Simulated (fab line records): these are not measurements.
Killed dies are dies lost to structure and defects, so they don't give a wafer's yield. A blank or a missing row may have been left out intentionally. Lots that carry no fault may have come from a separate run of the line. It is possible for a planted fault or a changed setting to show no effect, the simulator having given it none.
Matching of chambers -- flow n5 finfet -- N5_BEOL_M7_CMP_52 on cmp-01 has 4 sister chambers
The step polishes, stops on SiCOH lowk, t overpolish 6.9 s, target thk 80 nm. 14 wafers are shown with their chamber, then 7 later ones without.

## EACH WAFER AND ITS CHAMBER
wafer,chamber,motor current A (A),time to endpoint s (s),barrier field endpoint s (s)
L076.2,1,5.8,62.1,29.0
L076.4,2,6.6,65.1,29.8
L076.5,3,6.0,64.3,29.5
L078.1,3,5.9,59.7,28.2
L078.3,2,6.5,59.5,27.9
L078.5,2,6.4,62.2,29.1
L084.1,0,6.5,65.9,28.9
L084.3,1,5.9,62.0,29.1
L084.4,3,5.8,64.7,29.8
L085.3,0,6.7,61.8,28.9
L085.4,3,5.9,64.2,28.9
L085.6,1,5.6,64.8,28.4
L086.1,1,5.9,64.2,28.5
L086.2,2,6.7,61.5,28.6

SIGNATURES, as means of the wafers listed above
reading,chamber 0,chamber 1,chamber 2,chamber 3,scatter within a chamber
motor current A,6.600,5.800,6.550,5.900,0.122
time to endpoint s,63.850,63.275,62.075,63.225,2.18
barrier field endpoint s,28.900,28.750,28.850,29.100,0.616
Rule: for each reading, subtract the chamber's mean from the wafer's reading, divide by that reading's scatter and square the result; add these up over the readings and take the root, which gives the wafer's distance from the chamber. If the next closest chamber is less than 2 further off than the closest, the wafer can't be placed; otherwise it belongs to the closest. The scatter: take each reading less its chamber's mean, square it, sum over the shown wafers, divide by the number of wafers less the number of chambers, and take the root.

## WAFERS WITH NO CHAMBER GIVEN
wafer,motor current A (A),time to endpoint s (s),barrier field endpoint s (s)
L086.6,6.7,67.2,30.0
L092.1,6.5,62.1,28.4
L092.2,6.2,61.5,28.7
L092.6,5.5,63.3,28.2
L096.1,6.7,59.2,28.4
L096.5,5.9,62.2,28.4
L096.6,6.8,59.2,28.7

## EACH ONE'S CHAMBER
wafer,from the rows above,in truth
L086.6,can't be placed: 0 or 2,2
L092.1,can't be placed: 2 or 0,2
L092.2,can't be placed: 3 or 2 or 1 or 0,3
L092.6,can't be placed: 1 or 3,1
L096.1,can't be placed: 2 or 0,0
L096.5,can't be placed: 1 or 3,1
L096.6,can't be placed: 2 or 0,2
0 of 7 placed correctly. Unplaceable from these rows: 7, with the true chamber sitting among the candidates in 7. Placed wrongly: 0.
